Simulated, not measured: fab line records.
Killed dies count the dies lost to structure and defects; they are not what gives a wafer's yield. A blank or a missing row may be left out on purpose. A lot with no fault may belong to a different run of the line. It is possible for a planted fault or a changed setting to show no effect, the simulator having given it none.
Matching of chambers ; flow nand harc ; NHARC_A_BLC_STRIP_21 on rie diel-12: 4 sister chambers
The step strips in O2. 4 wafers are shown with their chamber, then 10 later ones without.

== EACH WAFER AND ITS CHAMBER ==
wafer;chamber;showerhead plenum p Torr (Torr)
L084.4;3;3.33
L091.5;2;3.63
L094.1;1;3.45
L094.2;0;3.43

== WAFERS WITHOUT THEIR CHAMBER ==
wafer;showerhead plenum p Torr (Torr)
L094.3;3.33
L094.4;3.63
L094.5;3.33
L094.6;3.44
L095.1;3.45
L095.3;3.43
L095.5;3.43
L096.3;3.62
L096.5;3.33
L096.6;3.43

== WHICH CHAMBER EACH ONE RAN IN ==
wafer;from the rows above;in truth
L094.3;3;3
L094.4;2;2
L094.5;3;3
L094.6;can't be placed: 0 or 1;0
L095.1;1;1
L095.3;0;0
L095.5;0;0
L096.3;2;2
L096.5;3;3
L096.6;0;0
Correct placement for 9 of the 10. From these rows, 1 cannot be placed; in 1 the true chamber is one of the candidates. 0 placed wrongly.
How it was worked out, from the rows above alone: a wafer's distance from a chamber is the root of the sum, over the readings, of the square of ((its reading less the chamber's mean) divided by the reading's scatter). The wafer belongs to the nearest chamber; if the next one is less than 2 further off, it can't be placed. The mean given for a chamber averages the wafers shown for that chamber. The scatter: root of mean squared gap, hidden wafer to nearest shown wafer, with one shown wafer a chamber.
